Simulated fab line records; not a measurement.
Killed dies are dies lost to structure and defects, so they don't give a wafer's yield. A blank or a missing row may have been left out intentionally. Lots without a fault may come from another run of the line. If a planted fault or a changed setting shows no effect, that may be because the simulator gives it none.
Matching of chambers	flow n5Finfet	N5_BEOL_M0_SAQP_PECVD_03 on pecvd-01 has 3 sister chambers
The step deposits SiCN from 3MS/NH3, target thk 12 nm, time 21.1 s. 27 wafers are shown with their chamber, then 12 later ones without.

WAFERS, EACH WITH ITS CHAMBER
wafer	chamber	showerheadPlenumPTorr (Torr)	throttleValvePct (%)
L074.1	0	3.688	9.1
L074.2	1	3.661	8.4
L074.3	2	3.631	8.2
L074.4	2	3.630	8.4
L074.5	0	3.691	9.0
L074.6	1	3.665	8.8
L075.1	0	3.691	9.1
L075.2	1	3.669	8.7
L075.3	2	3.633	8.2
L075.4	0	3.679	9.4
L075.5	1	3.660	8.6
L075.6	2	3.635	8.4
L076.1	1	3.670	8.7
L076.2	2	3.644	8.5
L076.3	0	3.683	9.3
L076.4	2	3.629	8.5
L076.5	0	3.677	8.7
L076.6	1	3.668	8.8
L078.3	2	3.634	8.0
L078.4	2	3.632	8.4
L078.5	1	3.652	8.7
L079.1	1	3.665	9.0
L079.2	0	3.675	9.0
L079.6	2	3.638	8.6
L080.1	2	3.636	8.5
L080.2	0	3.673	9.2
L080.5	2	3.622	8.1

SIGNATURES, as means of the wafers listed above
reading	chamber 0	chamber 1	chamber 2	scatter within a chamber
showerheadPlenumPTorr	3.68213	3.66375	3.63309	0.0062
throttleValvePct	9.100	8.713	8.345	0.193
Rule: for each reading, subtract the chamber's mean from the wafer's reading, divide by that reading's scatter and square the result; add these up over the readings and take the root, which gives the wafer's distance from the chamber. If the next closest chamber is less than 2 further off than the closest, the wafer can't be placed; otherwise it belongs to the closest. How the scatter is found: for the shown wafers, subtract from each reading the mean of its chamber, square and add these, divide the total by (wafers less chambers), then take the root.

WAFERS WITH NO CHAMBER GIVEN
wafer	showerheadPlenumPTorr (Torr)	throttleValvePct (%)
L094.1	3.655	8.7
L094.5	3.651	8.7
L094.6	3.680	8.9
L096.1	3.664	8.6
L096.2	3.627	8.4
L096.3	3.675	9.2
L096.4	3.666	8.7
L096.5	3.645	8.3
L096.6	3.675	9.3
L097.2	3.638	8.4
L097.3	3.658	8.7
L097.5	3.632	8.1

CHAMBER TAKEN BY EACH
wafer	from the rows above	in truth
L094.1	1	1
L094.5	can't be placed: 1 or 2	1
L094.6	can't be placed: 0 or 1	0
L096.1	1	1
L096.2	2	2
L096.3	can't be placed: 0 or 1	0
L096.4	1	1
L096.5	can't be placed: 2 or 1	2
L096.6	can't be placed: 0 or 1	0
L097.2	2	2
L097.3	1	1
L097.5	2	2
Correctly placed: 7 of 12. Cannot be placed on the basis of these rows: 5; the candidates contain the true chamber in 5. Placed wrongly: 0.
